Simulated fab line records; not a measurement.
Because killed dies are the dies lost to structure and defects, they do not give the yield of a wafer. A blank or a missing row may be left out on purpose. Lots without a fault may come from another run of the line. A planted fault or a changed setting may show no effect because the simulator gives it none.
Matching of chambers    flow n5Finfet    4 sister chambers for N5_BEOL_M7_ETCH_61 on rieDiel-06
The step etches SiARC in CF4, target depth 45.5 nm, time 75.8 s. 8 wafers are shown with their chamber, then 10 later ones without.

EACH WAFER AND ITS CHAMBER
wafer   chamber  showerheadPlenumPTorr (Torr)  drypumpMotorCurrentA (A)
L080.6  0        2.26                          5.0
L081.1  3        2.18                          6.1
L081.3  1        2.18                          5.9
L081.6  1        2.18                          5.9
L083.4  3        2.18                          6.2
L083.5  2        2.04                          6.4
L085.2  2        2.04                          6.4
L085.3  0        2.25                          5.0

WAFERS WHOSE CHAMBER IS MISSING
wafer   showerheadPlenumPTorr (Torr)  drypumpMotorCurrentA (A)
L085.4  2.17                          6.2
L087.2  2.18                          5.9
L087.4  2.03                          6.4
L087.5  2.18                          5.9
L093.1  2.17                          6.2
L093.4  2.17                          5.9
L093.5  2.17                          6.2
L096.3  2.24                          5.0
L096.4  2.03                          6.4
L096.5  2.17                          6.2

EACH ONE'S CHAMBER
wafer   from the rows above  in truth
L085.4  3                    3
L087.2  1                    1
L087.4  2                    2
L087.5  1                    1
L093.1  3                    3
L093.4  1                    1
L093.5  3                    3
L096.3  0                    0
L096.4  2                    2
L096.5  3                    3
Correctly placed: 10 of 10. Number that these rows cannot place: 0. Number placed wrongly: 0.
How it was worked out, from the rows above alone: a wafer's distance from a chamber is the root of the sum, over the readings, of the square of ((its reading less the chamber's mean) divided by the reading's scatter). The wafer belongs to the nearest chamber; if the next one is less than 2 further off, it can't be placed. The mean given for a chamber averages the wafers shown for that chamber. How the scatter is found: for the shown wafers, subtract from each reading the mean of its chamber, square and add these, divide the total by (wafers less chambers), then take the root.
